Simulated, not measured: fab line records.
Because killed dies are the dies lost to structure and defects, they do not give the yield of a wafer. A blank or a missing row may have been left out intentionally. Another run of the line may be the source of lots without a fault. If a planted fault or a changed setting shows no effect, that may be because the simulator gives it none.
Chamber matching :: flow nand-harc :: NHARC_A_CHANNEL_HOLE_D2_DEP_01 on pecvd-02: 3 sister chambers
The step deposits SiON, target thk 140 nm. 6 wafers are shown with their chamber, then 6 later ones without.

## WAFERS WITH THEIR CHAMBER
wafer: L955.1
chamber: 2
heater-power-w (W): 675

wafer: L960.6
chamber: 2
heater-power-w (W): 801

wafer: L965.6
chamber: 0
heater-power-w (W): 732

wafer: L966.3
chamber: 1
heater-power-w (W): 762

wafer: L966.4
chamber: 1
heater-power-w (W): 792

wafer: L966.6
chamber: 0
heater-power-w (W): 713

## WAFERS MISSING THEIR CHAMBER
wafer: L968.1
heater-power-w (W): 874

wafer: L968.3
heater-power-w (W): 675

wafer: L968.4
heater-power-w (W): 843

wafer: L970.2
heater-power-w (W): 812

wafer: L970.3
heater-power-w (W): 865

wafer: L970.5
heater-power-w (W): 621

## THE CHAMBER EACH PASSED THROUGH
wafer: L968.1
from the rows above: can't be placed: 1 or 2 or 0
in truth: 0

wafer: L968.3
from the rows above: can't be placed: 0 or 2 or 1
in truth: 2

wafer: L968.4
from the rows above: can't be placed: 1 or 2 or 0
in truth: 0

wafer: L970.2
from the rows above: can't be placed: 1 or 2 or 0
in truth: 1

wafer: L970.3
from the rows above: can't be placed: 1 or 2 or 0
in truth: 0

wafer: L970.5
from the rows above: can't be placed: 0 or 2 or 1
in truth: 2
0 of 6 placed correctly. Not placeable from these rows: 6 (in 6, the candidates include the true chamber). Number placed wrongly: 0.
How it was worked out, from the rows above alone: a wafer's distance from a chamber is the root of the sum, over the readings, of the square of ((its reading less the chamber's mean) divided by the reading's scatter). The wafer belongs to the nearest chamber; if the next one is less than 2 further off, it can't be placed. Each chamber's mean is taken over the wafers shown for it. How the scatter is found: for the shown wafers, subtract from each reading the mean of its chamber, square and add these, divide the total by (wafers less chambers), then take the root.
